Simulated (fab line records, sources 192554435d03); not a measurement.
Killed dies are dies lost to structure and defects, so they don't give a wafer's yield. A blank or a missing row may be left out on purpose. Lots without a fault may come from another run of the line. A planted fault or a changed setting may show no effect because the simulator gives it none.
A struck lot beside a sound one | flow n5_finfet | 15 steps out of a route of 1938
Sound: wafers L680.2, L680.3, L680.6. Struck: wafer L678.2. (L678.4, L678.5 of the same lot were not struck and are left out.) The cause comes at the end.
At each step with rows: each side's tool, then ch and its chambers, then its first start. Under that, the readings that differ: sound wafers | struck wafers | difference of the means | sigmas: that difference in standard deviations of wafers without a fault.
alike: readings whose means differ by less than 2 such deviations, and words and numbers that are the same on both sides. not compared: withheld readings, readings that some wafer has no value for, bounds like >300 that may hide the same value, and numbers for which the record gives no deviation and whose values overlap.
The two part at a step that has a row with sigmas, a row that says differs or no value, or rows on one side only. Numbers that don't overlap but have no deviation are shown without sigmas and don't part them. A reading that every wafer of one side lacks parts them only if that side has two wafers or more.

N5_FIN_SAQP_ETCH_34: etches SiO2 in C4F6/O2, target depth 45 nm, time 15 s.
  sound on rie_diel-05 ch 0,1, day 7 14:08; struck on rie_diel-05 ch 0, day 7 04:34
  alike: drypump_motor_current_A, etch_rf_on_time_s, oes_product_au, rf_vpp_V, showerhead_plenum_p_Torr, throttle_valve_pct
  not compared: rf_hours_counter_h
N5_FIN_SAQP_STRIP_77: strips in N2/H2, time 90 s.
  sound on rie_diel-05 ch 0,1, day 7 14:10; struck on rie_diel-05 ch 0, day 7 04:35
  alike: drypump_motor_current_A, oes_product_au, rf_vpp_V, showerhead_plenum_p_Torr, throttle_valve_pct
  not compared: rf_hours_counter_h
N5_FIN_SAQP_HM_CD_35: target cd 8 nm.
  sound on cd_sem-02, day 7 14:17; struck on cd_sem-03, day 7 04:43
  alike: cd_nm
N5_FIN_SAQP_ETCH_64: etches SiO2 in CF4, target depth 1.5 nm.
  sound on rie_si-01 ch 0,2, day 7 14:20; struck on rie_si-06 ch 3, day 7 04:46
  reading                | sound             | struck | difference | sigmas
  throttle_valve_pct (%) | 21.79 21.66 21.67 | 22.23  | +0.52      | +3
  alike: drypump_motor_current_A, oes_product_au
  not compared: rf_hours_counter_h
N5_FIN_SAQP_FIN_ETCH_36: etches the open film in HBr/Cl2/O2, target depth 120 nm, time 50.4 s.
  sound on rie_si-01 ch 0,2, day 7 14:22; struck on rie_si-06 ch 3, day 7 04:47
  reading                | sound             | struck | difference | sigmas
  HBr_flow_sccm (sccm)   | 150.1 150.7 150.6 | 149.4  | -1.1       | -2
  throttle_valve_pct (%) | 35.8 36.2 36.2    | 36.7   | +0.6       | +2
  alike: drypump_motor_current_A, mfc_cl2_sccm, oes_product_au
  not compared: rf_hours_counter_h
N5_FIN_SAQP_CD_MEAS_37: target cd 8 nm.
  sound on cd_sem-02, day 7 14:29; struck on cd_sem-02, day 7 04:54
  alike: cd_nm
then, 3 steps without rows for these wafers: N5_FIN_SAQP_PRECLEAN_38 (cleans in O3/DIW, time 45 s); N5_FIN_SAQP_PRECLEAN_45 (cleans in dHF, time 10 s); N5_FIN_SAQP_SRD_39 (time 30 s).
N5_FIN_SAQP_OCD_MEAS_76:
  sound on ocd-01, day 7 14:35; struck on ocd-02, day 7 05:00
  alike: trench_depth_nm
N5_FIN_SAQP_INSPECT_40: inspects for defects (brightfield).
  sound on defect_inspect-02, day 7 14:37; struck on defect_inspect-01, day 7 05:02
  alike: raw_defect_count
then, 1 step without rows for these wafers: N5_FIN_CUT_COAT_18 (time 60 s, resist thk 230 nm).
N5_FIN_CUT_COAT_19: time 60 s, resist thk 20 nm.
  sound on litho_track-05 ch 0, day 7 14:38; struck on litho_track-02 ch 0, day 7 05:04
  reading                  | sound             | struck | difference | sigmas
  heater_power_total_W (W) | 428.0 429.2 424.2 | 442.4  | +15.3      | +7
  run_length_s (s)         | 66.30 66.35 66.33 | 62.49  | -3.84      | -23
then, 1 step without rows for these wafers: N5_FIN_CUT_COAT_29 (time 60 s, resist thk 10 nm).
-- the record jumps here: 7 days lie between the struck wafers' starts before and after (it left off in module FIN_CUT and takes up again in module BEOL_M4, whose first step shown is number 1111 of the route) --
N5_BEOL_M4_RC_MEAS_101:
  sound on prober-01 ch 0, day 13 21:51; struck on prober-02 ch 0, day 13 21:31
  alike: DIBL_N, DIBL_P, IOFF_N, IOFF_P, ION_N, ION_P, SS_N, SS_P, VT_N, VT_P

WHERE THEY PART
First at N5_FIN_SAQP_ETCH_64; last, within this record, at N5_FIN_CUT_COAT_19. Later steps at which nothing parts them and some readings are alike: N5_BEOL_M4_RC_MEAS_101.

WHY: what the simulator had put in
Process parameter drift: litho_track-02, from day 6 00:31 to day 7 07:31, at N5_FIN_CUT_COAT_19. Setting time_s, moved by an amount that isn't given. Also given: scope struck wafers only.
